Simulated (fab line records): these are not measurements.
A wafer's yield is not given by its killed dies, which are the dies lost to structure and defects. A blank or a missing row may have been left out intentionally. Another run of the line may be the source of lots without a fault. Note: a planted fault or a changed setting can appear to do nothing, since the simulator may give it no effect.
fab line records -- flow n5-finfet
[record] lots = 7, wafers = 18, last-day = 17
route steps=1938 shown DUMMY_GATE@234 BEOL_M4@1111
lots that met no fault: from a run of the same line without faults
start-h: the number of hours between the record's first day and the start of the first shown wafer of the lot -- wait-h: hours since the lot's step before -- " repeats the value in the row above -- L1.1+2: one row covering several wafers at once -- - no value, or no start given -- * or withheld: withheld -- < > ~ a bound
route shown NAME@n: names a module that has steps shown in the file, with the first one's number in the route -- usual: the fault-free wafers' mean and standard deviation -- same: alike in all rows -- chamber/n: place in a boat -- sites: the reading at each site -- _std_site: standard deviation of those values -- _edge_site: inner sites' mean taken away from outer sites' mean -- radius-mm: how far each site lies from the wafer's centre -- mask NAME#n: copy n -- behind: the tool/chamber that last shaped the wafer -- hold: why the lot went on hold/how many hours it stayed there/how the hold came to an end -- device: whichever transistor did not switch (one of n, p or np) -- end of line: at the end of the route, the tests of the same wafers -- where a step has no rows: the recipe by itself -- killed: dies that structure and defects cost at the first sort, which is not the same as the wafer's yield -- map: a wafer's dies, marking killed ones x, the rest . and places with no die _
set.NAME: the setting the step ran with; set.NAME@STEP: the setting that earlier step ran with -- model.NAME: the simulator's own value behind a step, which no gauge read
lots at some steps of the route; a table a step, a row a wafer
services: when a tool's chamber went out of use (start-h, in hours from the record's first day, below 0 if earlier), for how many hours, and the reason
[[steps]]
[step N5_DUMMY_GATE_DESCUM_20]
[recipe] chemistry = O2, time-s = 6.2, source-power-w = 50, bias-power-w = 20, pressure-mtorr = 20, rf-frequency-hz = 2.712e+07, temp-c = 40, resist = CAR-EUV, o2-flow-sccm = 225
[step N5_DUMMY_GATE_ETCH_29]
[recipe] chemistry = N2/H2, target = underlayer, target-depth-a = 130, ion-energy-ev = 200, pressure-mtorr = 30, source-w = 840, bias-w = 150, n2-flow-sccm = 200, h2-flow-sccm = 200
[usual] chamber-pressure-mTorr = 29.997/0.025, drypump-motor-current-A = 6.0/0.52, oes-product-au = 0.79/0.085, rf-vpp-V = 523.6/2.5, showerhead-plenum-p-Torr = 2.54/0.087, throttle-valve-pct = 17.81/0.27
lot.wafer,tool,chamber,start-h,wait-h,chamber-pressure-mTorr,drypump-motor-current-A,oes-product-au,rf-hours-counter-h,rf-vpp-V,showerhead-plenum-p-Torr,throttle-valve-pct
L299.3,rie-diel-04,1,77.04,0.0,29.999,5.0,1.00,0,525.9,2.63,17.94
L299.4,rie-diel-04,2,77.04,0.0,29.983,5.7,0.74,134,521.7,2.45,17.70
L299.6,rie-diel-04,1,77.04,0.0,29.971,5.0,0.99,-,525.2,2.63,17.95
L301.3,rie-diel-02,3,87.12,0.0,30.013,6.0,0.73,143,525.5,2.53,18.11
L301.6,rie-diel-02,1,87.12,0.0,30.034,5.4,0.77,-,524.9,2.55,17.77
L302.3,rie-diel-02,0,96.38,0.0,29.957,5.6,0.70,221,526.3,2.65,18.35
L302.6,rie-diel-02,2,96.38,0.0,30.002,6.2,0.67,-,521.0,2.38,17.94
L303.5,rie-diel-01,3,103.90,0.0,29.950,6.3,0.74,-,522.9,2.51,17.37
L303.6,rie-diel-01,0,103.90,0.0,30.022,5.1,0.93,-,521.4,2.49,17.58
L312.1,rie-diel-01,1,155.78,0.0,29.997,6.4,0.87,35,525.8,2.58,17.86
L312.3,rie-diel-01,0,155.78,0.0,30.012,5.1,0.90,28,522.7,2.48,17.60
L312.6,rie-diel-01,3,155.78,0.0,30.008,6.3,0.73,-,524.0,2.51,17.38
L316.2,rie-diel-02,2,178.65,0.0,29.980,6.2,0.90,18,527.9,2.69,17.59
L316.3,rie-diel-02,3,178.65,0.0,30.038,6.0,0.71,177,524.7,2.52,18.16
L316.5,rie-diel-02,2,178.65,0.0,29.973,6.2,0.91,-,528.6,2.69,17.59
L317.1,rie-diel-01,2,185.25,0.0,30.008,6.8,0.78,127,520.6,2.47,17.67
L317.2,rie-diel-01,0,185.25,0.0,29.979,5.1,0.88,38,522.4,2.48,17.62
L317.5,rie-diel-01,3,185.25,0.0,30.000,6.3,0.73,-,522.5,2.50,17.40
[step N5_DUMMY_GATE_ETCH_36]
[recipe] chemistry = CF4, target = SiARC, target-depth-a = 130, pressure-mtorr = 40, source-w = 545, bias-w = 36, Ar_flow_sccm = 100, cf4-flow-sccm = 100, ion-energy-ev = 80
[usual] chamber-pressure-mTorr = 40.01/0.034, drypump-motor-current-A = 6.0/0.52, oes-product-au = 0.79/0.086, rf-vpp-V = 184.0/1.2, showerhead-plenum-p-Torr = 2.14/0.065, throttle-valve-pct = 15.54/0.23
lot.wafer,tool,chamber,start-h,wait-h,chamber-pressure-mTorr,drypump-motor-current-A,oes-product-au,rf-hours-counter-h,rf-vpp-V,showerhead-plenum-p-Torr,throttle-valve-pct
L299.3,rie-diel-04,1,77.08,0.0,39.98,5.0,1.01,0,185.0,2.19,15.41
L299.4,rie-diel-04,2,77.08,0.0,40.00,5.6,0.75,134,183.8,2.07,15.43
L299.6,rie-diel-04,1,77.08,0.0,40.03,5.0,1.01,-,183.9,2.19,15.41
L301.3,rie-diel-02,3,87.16,0.0,39.94,6.0,0.73,143,184.0,2.15,15.93
L301.6,rie-diel-02,1,87.16,0.0,40.02,5.3,0.77,-,183.4,2.15,15.55
L302.3,rie-diel-02,0,96.42,0.0,40.00,5.6,0.70,221,185.5,2.18,15.80
L302.6,rie-diel-02,2,96.42,0.0,40.07,6.2,0.67,-,182.6,2.03,15.83
L303.5,rie-diel-01,3,103.94,0.0,40.04,6.3,0.75,-,184.3,2.13,15.30
L303.6,rie-diel-01,0,103.94,0.0,40.07,5.1,0.93,-,183.5,2.10,15.16
L312.1,rie-diel-01,1,155.82,0.0,39.96,6.4,0.87,35,185.3,2.18,15.61
L312.3,rie-diel-01,0,155.82,0.0,40.05,5.1,0.91,28,183.4,2.09,15.18
L312.6,rie-diel-01,3,155.82,0.0,40.00,6.3,0.74,-,185.2,2.12,15.34
L316.2,rie-diel-02,2,178.69,0.0,40.01,6.2,0.92,18,185.9,2.28,15.38
L316.3,rie-diel-02,3,178.69,0.0,40.04,6.0,0.70,177,184.4,2.14,15.98
L316.5,rie-diel-02,2,178.69,0.0,40.03,6.2,0.90,-,185.3,2.28,15.39
L317.1,rie-diel-01,2,185.29,0.0,40.02,6.8,0.79,127,184.0,2.07,15.30
L317.2,rie-diel-01,0,185.29,0.0,39.95,5.1,0.87,38,181.3,2.09,15.22
L317.5,rie-diel-01,3,185.29,0.0,40.01,6.3,0.73,-,183.6,2.12,15.36
[step N5_DUMMY_GATE_ETCH_37]
[recipe] chemistry = N2/H2, target = SOC, target-depth-a = 600, overetch-a = 300, temp-c = 40, ion-energy-ev = 200, pressure-mtorr = 30, source-w = 840, bias-w = 150, n2-flow-sccm = 200, h2-flow-sccm = 200
[step N5_DUMMY_GATE_STRIP_38]
[recipe] chemistry = N2/H2, temp-c = 40, n2-flow-sccm = 200, h2-flow-sccm = 200, rf-frequency-hz = 6e+07
[step N5_DUMMY_GATE_STRIP_39]
[recipe] chemistry = N2/H2, temp-c = 40, n2-flow-sccm = 200, h2-flow-sccm = 200, rf-frequency-hz = 6e+07
[step N5_DUMMY_GATE_TRIM_49]
[recipe] chemistry = O2, resist = SOC, time-s = 29, target-cd-nm = 14, source-power-w = 300, bias-power-w = 0, O2_flow_sccm = 100, temp-c = 20
[step N5_DUMMY_GATE_STRIP_40]
[recipe] chemistry = CF4, resist = SiARC, power-w = 300, bias-power-w = 75, pressure-mtorr = 50, cf4-flow-sccm = 150, rf-frequency-hz = 6e+07
[step N5_DUMMY_GATE_CD_MEAS_50]
[recipe] target-cd-nm = 14
[usual] cd-nm = 13.8/0.46
lot.wafer,tool,chamber,start-h,wait-h,cd-nm
L299.3,cd-sem-02,-,77.36,0.0,13.4
L299.4,cd-sem-02,-,77.36,0.0,13.9
L299.6,cd-sem-02,-,77.36,0.0,13.9
L301.3,cd-sem-02,-,87.44,0.0,13.5
L301.6,cd-sem-02,-,87.44,0.0,13.5
L302.3,cd-sem-03,-,96.69,0.0,14.3
L302.6,cd-sem-03,-,96.69,0.0,14.5
L303.5,cd-sem-02,-,104.20,0.0,14.4
L303.6,cd-sem-02,-,104.20,0.0,13.7
L312.1,cd-sem-02,-,156.09,0.0,14.3
L312.3,cd-sem-02,-,156.09,0.0,13.8
L312.6,cd-sem-02,-,156.09,0.0,13.9
L316.2,cd-sem-03,-,178.97,0.0,13.6
L316.3,cd-sem-03,-,178.97,0.0,14.4
L316.5,cd-sem-03,-,178.97,0.0,13.3
L317.1,cd-sem-02,-,185.69,0.0,13.3
L317.2,cd-sem-02,-,185.69,0.0,13.2
L317.5,cd-sem-02,-,185.69,0.0,14.3
[step N5_DUMMY_GATE_ETCH_31]
[recipe] chemistry = C4F6/O2, target = SiO2, mask-material = SOC, target-depth-a = 825, time-s = 27.5, ion-energy-ev = 250, pressure-mtorr = 30, source-w = 345, bias-w = 185, Ar_flow_sccm = 300, C4F6_flow_sccm = 10, O2_flow_sccm = 10
[step N5_DUMMY_GATE_STRIP_41]
[recipe] chemistry = O2, power-w = 400, temp-c = 40, pressure-mtorr = 30, rf-frequency-hz = 6e+07, bias-power-w = 0, overash-fraction = 0.3, o2-flow-sccm = 225
[usual] chamber-pressure-mTorr = 30.004/0.026, drypump-motor-current-A = 6.0/0.54, oes-product-au = 0.80/0.085, rf-vpp-V = 3.7/0.45, showerhead-plenum-p-Torr = 2.10/0.063, throttle-valve-pct = 16.59/0.25
[same] bias-power-w = 0
lot.wafer,tool,chamber,start-h,wait-h,chamber-pressure-mTorr,drypump-motor-current-A,oes-product-au,rf-hours-counter-h,rf-vpp-V,showerhead-plenum-p-Torr,throttle-valve-pct
L299.3,rie-diel-04,2,77.44,0.0,29.986,5.7,0.76,134,3.5,2.03,16.55
L299.4,rie-diel-04,0,77.44,0.0,29.936,6.1,0.76,149,3.6,2.17,16.63
L299.6,rie-diel-04,3,77.44,0.0,29.984,6.7,0.83,-,3.2,2.04,16.43
L301.3,rie-diel-04,0,87.53,0.0,30.007,6.1,0.76,152,4.0,2.17,16.65
L301.6,rie-diel-04,2,87.53,0.0,29.975,5.7,0.77,-,2.7,2.03,16.56
L302.3,rie-diel-01,1,96.78,0.0,29.998,6.4,0.92,16,2.7,2.14,16.70
L302.6,rie-diel-01,0,96.78,0.0,30.013,5.1,0.95,-,4.1,2.07,16.29
L303.5,rie-diel-01,1,104.31,0.0,29.990,6.3,0.93,-,3.5,2.14,16.68
L303.6,rie-diel-01,0,104.31,0.0,29.985,5.1,0.95,-,3.7,2.07,16.31
L312.1,rie-diel-02,0,156.18,0.0,29.998,5.6,0.68,243,3.6,2.14,16.96
L312.3,rie-diel-02,2,156.18,0.0,29.980,6.2,0.93,10,4.0,2.23,16.39
L312.6,rie-diel-02,0,156.18,0.0,30.044,5.6,0.69,-,3.2,2.14,16.97
L316.2,rie-diel-02,2,179.06,0.0,29.994,6.2,0.91,19,3.5,2.23,16.40
L316.3,rie-diel-02,1,179.06,0.0,30.028,5.4,0.76,161,3.9,2.06,16.45
L316.5,rie-diel-02,2,179.06,0.0,30.026,6.2,0.91,-,3.6,2.23,16.40
L317.1,rie-diel-02,3,185.78,0.0,30.014,6.0,0.69,181,3.8,2.11,17.13
L317.2,rie-diel-02,1,185.78,0.0,30.064,5.4,0.75,164,4.1,2.06,16.45
L317.5,rie-diel-02,3,185.78,0.0,30.008,6.0,0.69,-,4.2,2.11,17.12
[step N5_DUMMY_GATE_HM_OPEN_21]
[recipe] chemistry = CH3F/O2, target = SiNx, target-depth-a = 1200, Ar_flow_sccm = 150, CH3F_flow_sccm = 30, O2_flow_sccm = 23, time-s = 171.4, pressure-mtorr = 30, source-w = 395, bias-w = 73, ion-energy-ev = 120.7
[usual] chamber-pressure-mTorr = 29.999/0.027, drypump-motor-current-A = 6.0/0.54, oes_ar_750_au = 0.80/0.081, oes-product-au = 0.79/0.083, rf-vpp-V = 298/8.9, showerhead-plenum-p-Torr = 2.02/0.066, throttle-valve-pct = 16.36/0.26
lot.wafer,tool,chamber,start-h,wait-h,chamber-pressure-mTorr,drypump-motor-current-A,oes_ar_750_au,oes-product-au,rf-hours-counter-h,rf-vpp-V,showerhead-plenum-p-Torr,throttle-valve-pct
L299.3,rie-diel-04,2,77.48,0.0,29.962,5.7,0.76,0.74,134,304,1.93,16.21
L299.4,rie-diel-04,0,77.48,0.0,29.975,6.1,0.74,0.75,149,319,2.10,16.48
L299.6,rie-diel-04,3,77.48,0.0,30.005,6.7,0.83,0.84,-,300,1.95,16.12
L301.3,rie-diel-04,0,87.57,0.0,30.004,6.1,0.74,0.75,152,320,2.10,16.50
L301.6,rie-diel-04,2,87.57,0.0,30.026,5.7,0.75,0.74,-,302,1.93,16.23
L302.3,rie-diel-01,1,96.82,0.0,29.983,6.3,0.93,0.91,16,284,2.08,16.54
L302.6,rie-diel-01,0,96.82,0.0,30.009,5.1,0.91,0.95,-,303,1.97,15.99
L303.5,rie-diel-01,1,104.40,0.1,29.940,6.3,0.93,0.90,-,284,2.08,16.54
L303.6,rie-diel-01,0,104.40,0.1,30.042,5.1,0.91,0.93,-,303,1.97,15.97
L312.1,rie-diel-02,0,156.22,0.0,30.002,5.6,0.69,0.68,243,283,2.07,16.75
L312.3,rie-diel-02,2,156.22,0.0,29.975,6.2,0.92,0.93,10,292,2.15,16.19
L312.6,rie-diel-02,0,156.22,0.0,30.032,5.6,0.70,0.68,-,283,2.07,16.77
L316.2,rie-diel-02,2,179.10,0.0,30.069,6.2,0.90,0.90,19,295,2.15,16.22
L316.3,rie-diel-02,1,179.10,0.0,30.000,5.4,0.76,0.76,161,298,2.02,16.43
L316.5,rie-diel-02,2,179.10,0.0,30.041,6.2,0.90,0.90,-,293,2.15,16.20
L317.1,rie-diel-02,3,185.82,0.0,30.004,5.9,0.70,0.69,181,305,2.01,16.80
L317.2,rie-diel-02,1,185.82,0.0,30.020,5.3,0.76,0.75,164,298,2.02,16.43
L317.5,rie-diel-02,3,185.82,0.0,30.026,6.0,0.70,0.70,-,306,2.01,16.79
[step N5_DUMMY_GATE_ETCH_32]
[recipe] chemistry = CF4, target = SiO2, target-depth-a = 35, time-s = 3.9, ion-energy-ev = 350, pressure-mtorr = 10, icp-w = 800, bias-w = 400, cf4-flow-sccm = 80
[usual] chamber-pressure-mTorr = 10.002/0.0085, drypump-motor-current-A = 5.5/0.5, oes-product-au = 0.997/0.021, throttle-valve-pct = 21.7/0.34
lot.wafer,tool,chamber,start-h,wait-h,chamber-pressure-mTorr,drypump-motor-current-A,oes-product-au,rf-hours-counter-h,throttle-valve-pct,model.SiO2_of_DUMMY_GATE_PECVD_30.thk-nm,model.etch.depth-nm
L299.3,rie-si-06,2,77.64,0.1,10.014,4.8,1.024,1,21.7,41.6,3.662
L299.4,rie-si-06,3,77.64,0.1,10.011,4.8,1.027,71,22.2,41.8,3.498
L299.6,rie-si-06,3,77.64,0.1,9.995,4.8,1.021,-,22.2,42.8,3.458
L301.3,rie-si-06,0,87.73,0.1,9.999,5.4,0.783,130,21.1,43.2,2.228
L301.6,rie-si-06,2,87.73,0.1,9.987,4.9,0.795,-,21.6,44,2.318
L302.3,rie-si-06,2,96.98,0.1,10.000,4.8,0.785,1,21.6,43,2.308
L302.6,rie-si-06,2,96.98,0.1,9.999,4.8,0.794,-,21.6,42.8,2.308
L303.5,rie-si-06,3,104.50,0.0,10.002,4.8,1.014,-,22.2,43.2,3.415
L303.6,rie-si-06,0,104.50,0.0,10.004,5.4,0.776,-,21.1,43.2,2.234
L312.1,rie-si-04,2,156.38,0.1,10.004,6.2,1.032,123,22.2,42,3.572
L312.3,rie-si-04,3,156.38,0.1,10.011,5.7,0.968,168,21.6,41.8,3.258
L312.6,rie-si-04,1,156.38,0.1,10.000,6.0,1.002,-,21.4,43.4,3.404
L316.2,rie-si-06,3,179.27,0.1,10.007,4.8,1.017,73,22.2,41,3.419
L316.3,rie-si-06,0,179.27,0.1,9.997,5.5,1.001,132,21.2,40.2,3.45
L316.5,rie-si-06,0,179.27,0.1,9.999,5.5,1.005,-,21.2,41.2,3.441
L317.1,rie-si-06,2,185.98,0.1,10.000,4.9,1.014,3,21.7,41,3.574
L317.2,rie-si-06,3,185.98,0.1,10.002,4.8,1.005,73,22.2,41.4,3.428
L317.5,rie-si-06,2,185.98,0.1,10.011,4.8,1.017,-,21.7,41.8,3.604
[step N5_DUMMY_GATE_ETCH_23]
[recipe] chemistry = HBr/Cl2/O2, HBr_flow_sccm = 150, Cl2_flow_sccm = 80, O2_flow_sccm = 12, bias-w = 102, target-depth-a = 410, time-s = 22.3, target = poly-Si, mask-material = SiO2, pressure-mtorr = 10, icp-w = 800
[usual] chamber-pressure-mTorr = 9.999/0.008, drypump-motor-current-A = 5.5/0.5, oes-product-au = 1.001/0.017, throttle-valve-pct = 37.1/0.47
lot.wafer,tool,chamber,start-h,wait-h,chamber-pressure-mTorr,drypump-motor-current-A,oes-product-au,rf-hours-counter-h,throttle-valve-pct
L299.3,rie-si-06,2,77.68,0.0,9.996,4.8,1.020,1,37.0
L299.4,rie-si-06,3,77.68,0.0,9.987,4.8,1.029,71,37.6
L299.6,rie-si-06,3,77.68,0.0,9.999,4.8,1.018,-,37.6
L301.3,rie-si-06,0,87.76,0.0,10.001,5.4,1.017,130,36.7
L301.6,rie-si-06,2,87.76,0.0,10.000,4.9,1.010,-,36.9
L302.3,rie-si-06,2,97.01,0.0,9.992,4.9,1.020,1,36.9
L302.6,rie-si-06,2,97.01,0.0,9.994,4.9,1.021,-,36.9
L303.5,rie-si-06,3,104.55,0.0,9.998,4.8,1.018,-,37.6
L303.6,rie-si-06,0,104.55,0.0,9.999,5.5,1.013,-,36.7
L312.1,rie-si-04,2,156.41,0.0,10.004,6.2,1.021,123,37.7
L312.3,rie-si-04,3,156.41,0.0,10.003,5.7,0.980,168,36.9
L312.6,rie-si-04,1,156.41,0.0,9.992,6.1,1.010,-,36.2
L316.2,rie-si-06,3,179.30,0.0,10.019,4.8,1.020,73,37.6
L316.3,rie-si-06,0,179.30,0.0,9.997,5.5,0.995,132,36.7
L316.5,rie-si-06,0,179.30,0.0,10.011,5.5,0.996,-,36.7
L317.1,rie-si-06,2,186.01,0.0,9.995,4.8,0.995,3,36.9
L317.2,rie-si-06,3,186.01,0.0,9.998,4.7,1.016,73,37.6
L317.5,rie-si-06,2,186.01,0.0,10.001,4.8,0.995,-,36.9
[step N5_DUMMY_GATE_ETCH_44]
[recipe] chemistry = HBr/O2, over-etch-frac = 0.7, target-depth-a = 1275, stop-on = SiO2, ion-energy-ev = 60, bias-w = 20, target = poly-Si, mask-material = SiO2, pressure-mtorr = 20, icp-w = 400, HBr_flow_sccm = 120, O2_flow_sccm = 10
[usual] chamber-pressure-mTorr = 19.999/0.018, drypump-motor-current-A = 5.5/0.5, oes-product-au = 0.734/0.013, throttle-valve-pct = 18.48/0.23
lot.wafer,tool,chamber,start-h,wait-h,chamber-pressure-mTorr,drypump-motor-current-A,oes-product-au,rf-hours-counter-h,throttle-valve-pct,model.SiO2_of_DUMMY_GATE_PECVD_30.thk-nm
L299.3,rie-si-06,2,77.73,0.0,19.994,4.8,0.704,1,18.47,38
L299.4,rie-si-06,3,77.73,0.0,20.035,4.8,0.745,71,18.84,38.4
L299.6,rie-si-06,3,77.73,0.0,19.960,4.8,0.742,-,18.84,39.2
L301.3,rie-si-06,0,87.82,0.0,20.012,5.5,0.746,130,18.42,39.6
L301.6,rie-si-06,2,87.82,0.0,20.008,4.9,0.725,-,18.46,40.6
L302.3,rie-si-06,2,97.07,0.0,19.988,4.8,0.731,1,18.48,39.6
L302.6,rie-si-06,2,97.07,0.0,20.019,4.8,0.734,-,18.48,39.2
L303.5,rie-si-06,3,104.62,0.0,19.997,4.8,0.756,-,18.84,39.6
L303.6,rie-si-06,0,104.62,0.0,20.013,5.4,0.729,-,18.43,39.6
L312.1,rie-si-04,2,156.47,0.0,20.013,6.2,0.744,123,18.85,38.2
L312.3,rie-si-04,3,156.47,0.0,20.014,5.7,0.744,168,18.57,38.4
L312.6,rie-si-04,1,156.47,0.0,19.997,6.0,0.731,-,18.06,40
L316.2,rie-si-06,3,179.35,0.0,20.002,4.8,0.747,73,18.84,37.4
L316.3,rie-si-06,0,179.35,0.0,20.033,5.4,0.740,132,18.42,36.8
L316.5,rie-si-06,0,179.35,0.0,19.976,5.4,0.737,-,18.42,37.8
L317.1,rie-si-06,2,186.07,0.0,20.003,4.8,0.714,3,18.49,37.6
L317.2,rie-si-06,3,186.07,0.0,19.995,4.8,0.750,73,18.85,38
L317.5,rie-si-06,2,186.07,0.0,19.994,4.8,0.719,-,18.47,38.4
[step N5_DUMMY_GATE_CD_MEAS_24]
[recipe] target-cd-nm = 15
[usual] cd-nm = 14.7/0.5
lot.wafer,tool,chamber,start-h,wait-h,cd-nm
L299.3,cd-sem-01,-,77.85,0.1,14.6
L299.4,cd-sem-01,-,77.85,0.1,14.1
L299.6,cd-sem-01,-,77.85,0.1,14.7
L301.3,cd-sem-03,-,87.94,0.1,14.6
L301.6,cd-sem-03,-,87.94,0.1,14.3
L302.3,cd-sem-03,-,97.19,0.1,15.2
L302.6,cd-sem-03,-,97.19,0.1,14.8
L303.5,cd-sem-03,-,104.70,0.0,14.8
L303.6,cd-sem-03,-,104.70,0.0,15.1
L312.1,cd-sem-03,-,156.59,0.1,14.9
L312.3,cd-sem-03,-,156.59,0.1,14.7
L312.6,cd-sem-03,-,156.59,0.1,15.0
L316.2,cd-sem-03,-,179.47,0.1,15.0
L316.3,cd-sem-03,-,179.47,0.1,14.7
L316.5,cd-sem-03,-,179.47,0.1,14.3
L317.1,cd-sem-03,-,186.18,0.1,14.6
L317.2,cd-sem-03,-,186.18,0.1,13.9
L317.5,cd-sem-03,-,186.18,0.1,15.0
[step N5_BEOL_M4_RC_MEAS_101]
[usual] DIBL_N = 36.9/2.1, DIBL_P = 37.1/2.5, IOFF_N = 0.17/0.039, IOFF_P = 0.23/0.043, ION_N = 673/15, ION_P = 462/9.1, SS_N = 71.8/0.69, SS_P = 73.6/0.74, VT_N = 250/3.6, VT_P = -249.7/2.9
lot.wafer,tool,chamber,start-h,wait-h,DIBL_N[mV/V],DIBL_P[mV/V],IOFF_N[nA/um],IOFF_P[nA/um],ION_N[uA/um],ION_P[uA/um],SS_N[mV/dec],SS_P[mV/dec],VT_N[mV],VT_P[mV]
L299.3,prober-01,0,196.06,0.3,38.3,36.5,0.16,0.22,658,450,72.4,74.1,251,-251.2
L299.4,prober-01,0,196.06,0.3,37.4,36.7,0.14,0.22,657,462,71.4,73.4,253,-248.2
L299.6,prober-01,0,196.06,0.3,36.7,35.7,0.13,0.21,648,461,71.1,72.9,252,-249.5
L301.3,prober-02,0,205.68,0.3,39.3,38.6,0.19,0.27,658,455,72.3,73.8,250,-248.2
L301.6,prober-02,0,205.68,0.3,38.2,36.7,0.16,0.23,673,465,71.5,73.3,249,-250.1
L302.3,prober-02,0,218.73,0.3,38.4,40.6,0.23,0.30,678,463,72.9,74.2,244,-243.9
L302.6,prober-02,0,218.73,0.3,39.0,41.4,0.26,0.32,698,472,72.8,75.1,241,-246.2
L303.5,prober-01,0,225.34,0.6,39.5,38.2,0.20,0.27,696,471,72.6,74.0,248,-247.0
L303.6,prober-01,0,225.34,0.6,38.8,37.6,0.18,0.25,657,450,72.2,74.3,251,-248.1
L312.1,prober-01,0,279.40,0.0,34.8,34.5,0.13,0.16,670,456,71.0,72.6,255,-254.5
L312.3,prober-01,0,279.40,0.0,34.7,35.2,0.12,0.17,648,450,71.9,73.1,256,-254.4
L312.6,prober-01,0,279.40,0.0,35.3,34.9,0.13,0.16,640,442,71.6,72.8,256,-255.4
L317.1,prober-01,0,302.17,0.0,33.8,34.9,0.13,0.20,674,471,71.3,73.2,253,-249.9
L317.2,prober-01,0,302.17,0.0,36.7,38.8,0.19,0.27,696,485,71.8,74.3,246,-246.4
L317.5,prober-01,0,302.17,0.0,36.2,37.2,0.18,0.25,694,476,71.3,73.7,246,-244.1
L316.2,prober-02,0,302.25,0.2,33.7,33.2,0.11,0.17,641,446,70.5,72.0,255,-254.4
L316.3,prober-02,0,302.25,0.2,33.9,32.4,0.12,0.16,660,451,71.4,72.4,251,-255.9
L316.5,prober-02,0,302.25,0.2,36.3,35.9,0.15,0.20,657,453,71.7,73.6,252,-250.6
[[services]]
tool,chamber,start-h,hours,kind
rie-diel-04,1,55.56,-,clean
rie-diel-04,1,55.56,-,consumable-replace:focus-ring
rie-diel-04,1,55.56,19.3,scheduled-down
rie-diel-04,1,55.56,19.3,vent-cycle
rie-diel-02,3,63.87,10.9,repair
rie-si-04,3,64.17,4.2,repair
rie-diel-02,3,75.88,2.6,repair
rie-diel-02,2,102.90,-,clean
rie-diel-02,2,102.90,-,consumable-replace:focus-ring
rie-diel-02,2,102.90,-,consumable-replace:showerhead
rie-diel-02,2,102.90,25.0,scheduled-down
rie-diel-02,2,102.90,25.0,vent-cycle
rie-si-06,1,103.48,8.0,repair
rie-diel-04,2,114.20,1.9,repair
rie-diel-04,-,131.63,0.8,repair
rie-diel-04,0,132.51,11.9,repair
rie-si-06,1,146.47,8.6,repair
rie-diel-02,1,156.55,15.9,repair
rie-si-06,0,160.43,9.1,repair
rie-diel-01,3,165.35,3.0,repair
rie-diel-02,0,172.64,-,clean
rie-diel-02,0,172.64,-,consumable-replace:focus-ring
rie-diel-02,0,172.64,14.3,scheduled-down
rie-diel-02,0,172.64,14.3,vent-cycle
[[key]]
[first-sign] step = N5_DUMMY_GATE_ETCH_32, reading = oes-product-au, direction = down, sigmas = 9.9, usual = 0.997, struck = 0.787
effect none on later readings
[model-effect] step = N5_DUMMY_GATE_ETCH_32, value = SiO2_of_DUMMY_GATE_PECVD_30.thk-nm, without = 41.96, struck = 43.24
[model-effect] step = N5_DUMMY_GATE_ETCH_44, value = SiO2_of_DUMMY_GATE_PECVD_30.thk-nm, without = 38.44, struck = 39.72
met-at N5_DUMMY_GATE_ETCH_32
struck-wafers L301.3,L301.6,L302.3,L302.6,L303.6
onset-between 77.64 87.73
[fault] kind = process-parameter-drift, tool = rie-si-06, chamber = -, onset-h = 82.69, steps = N5_DUMMY_GATE_ETCH_32, channel = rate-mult, offset = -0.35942, shape = step, end-h = 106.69, scope = struck-wafers-only
